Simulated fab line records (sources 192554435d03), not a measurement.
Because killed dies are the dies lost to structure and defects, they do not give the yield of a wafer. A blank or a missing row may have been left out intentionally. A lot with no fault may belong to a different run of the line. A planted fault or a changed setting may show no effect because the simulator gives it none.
3 desks looking at one fault | flow n5-finfet | every desk sees just its own numbers, and what lay behind them comes last

== AT THE METROLOGY DESK ==
What the gauges read, lot by lot, whatever tool the lot ran on: means of the sampled wafers that have a number. The brackets show how far a lot's mean lies from the usual mean; more than 4 standard deviations puts the lot out of limits, marked OUT. Of its 10 readings 7 are shown: those that lie furthest out on some lot.
Columns: A = DIBL_N at N5_BEOL_M4_RC_MEAS_101, usual 35.8 mV/V; B = IOFF_N at N5_BEOL_M4_RC_MEAS_101, usual 0.153 nA/um; C = IOFF_P at N5_BEOL_M4_RC_MEAS_101, usual 0.21 nA/um; D = ION_N at N5_BEOL_M4_RC_MEAS_101, usual 673 uA/um; E = ION_P at N5_BEOL_M4_RC_MEAS_101, usual 462 uA/um; F = VT_N at N5_BEOL_M4_RC_MEAS_101, usual 250 mV; G = VT_P at N5_BEOL_M4_RC_MEAS_101, usual -250 mV
lot  | first seen here | A    | B     | C    | D   | E   | F   | G
L709 | day 8 01:25     | 36.2 | 0.171 | 0.23 | 682 | 472 | 248 | -248
L712 | day 9 00:14     | 38.1 | 0.171 | 0.23 | 681 | 466 | 251 | -251
L717 | day 9 19:12     | 34.9 | 0.123 | 0.17 | 660 | 453 | 255 | -253
L719 | day 11 00:27    | 35.9 | 0.174 | 0.26 | 674 | 470 | 248 | -245
L720 | day 11 05:25    | 36.1 | 0.169 | 0.21 | 672 | 456 | 249 | -251
L723 | day 11 09:40    | 36.9 | 0.169 | 0.23 | 681 | 467 | 248 | -247
L726 | day 12 11:53    | 35.8 | 0.157 | 0.20 | 671 | 459 | 250 | -251
L728 | day 13 01:37    | 36.2 | 0.156 | 0.20 | 670 | 461 | 252 | -251
L732 | day 13 18:08    | 36.0 | 0.147 | 0.19 | 669 | 457 | 250 | -252
Result from this desk: across the 9 lots, nothing is out of limits.

== THE DEFECT DESK ==
Per lot, the means of the sampled wafers with a number show what the inspections along the route counted. The brackets show how far a lot's mean lies from the usual mean; more than 4 standard deviations puts the lot out of limits, marked OUT.
Columns: A = raw-defect-count at N5_BEOL_M2_INSPECT_59, usual 70; B = raw-defect-count at N5_BEOL_M3_INSPECT_13, usual 398; C = raw-defect-count at N5_BEOL_M3_INSPECT_30, usual 399
lot  | first seen here | A   | B              | C
L709 | day 6 19:10     | 58  | 484            | 494
L712 | day 8 03:13     | 71  | 448            | 408
L717 | day 9 00:22     | 104 | 406            | 371
L719 | day 9 13:50     | 69  | 310            | 310
L720 | day 10 02:30    | 85  | 573            | 509
L723 | day 10 11:07    | 94  | 372            | 389
L726 | day 11 07:53    | 79  | 804 (+4.7) OUT | 750 (+4.4) OUT
L728 | day 11 20:52    | 101 | 848 (+5.2) OUT | 790 (+4.9) OUT
L732 | day 12 15:22    | 59  | 377            | 374
This desk's verdict: out of limits on L726, L728, starting with L726 at day 11 09:02 (raw-defect-count at N5_BEOL_M3_INSPECT_13). L709, L712, L717, L719, L720, L723, L732: within limits.

== DESK OF THE TOOL OWNER: pecvd-02 ==
The tool's own readings at N5_BEOL_M3_ILD_DEP_00 (deposits SiOC from DEMS/O2, target thk 79 nm, time 15.3 s): means of the sampled wafers that have a number, for each lot that ran on this tool. The brackets show how far a lot's mean lies from the usual mean; more than 4 standard deviations puts the lot out of limits, marked OUT.
Columns: A = heater-power-w at N5_BEOL_M3_ILD_DEP_00, usual 490 W; B = showerhead-plenum-p-Torr at N5_BEOL_M3_ILD_DEP_00, usual 5.702 Torr; C = throttle-valve-pct at N5_BEOL_M3_ILD_DEP_00, usual 12.0 %
lot  | first seen here | A   | B     | C
L709 | day 6 19:13     | 508 | 5.696 | 11.9
L712 | day 8 03:15     | 628 | 5.699 | 12.1
L717 | day 9 00:25     | 719 | 5.702 | 11.9
L726 | day 11 07:56    | 508 | 5.707 | 11.6
L728 | day 11 20:54    | 471 | 5.693 | 12.1
Result from this desk: across the 5 lots, nothing is out of limits.

== PUT TOGETHER ==
The defect desk could have raised an alarm at day 11 09:02, on L726, L728.
At the metrology desk, nothing out of limits was observed.
Nothing out of limits was seen by the tool owner's desk.
The metrology desk has L726, L728 on record, within its limits.
Tool owner's desk: L726, L728 on record, inside its limits.
Of the lots named, all ran N5_BEOL_M3_ILD_DEP_00 on pecvd-02.

== WHAT THE SIMULATOR PUT IN ==
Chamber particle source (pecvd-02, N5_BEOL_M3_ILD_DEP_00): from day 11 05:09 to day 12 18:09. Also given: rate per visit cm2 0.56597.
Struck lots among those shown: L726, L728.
Hours from the fault's start to each desk's first reading out of limits: the defect desk, 4.
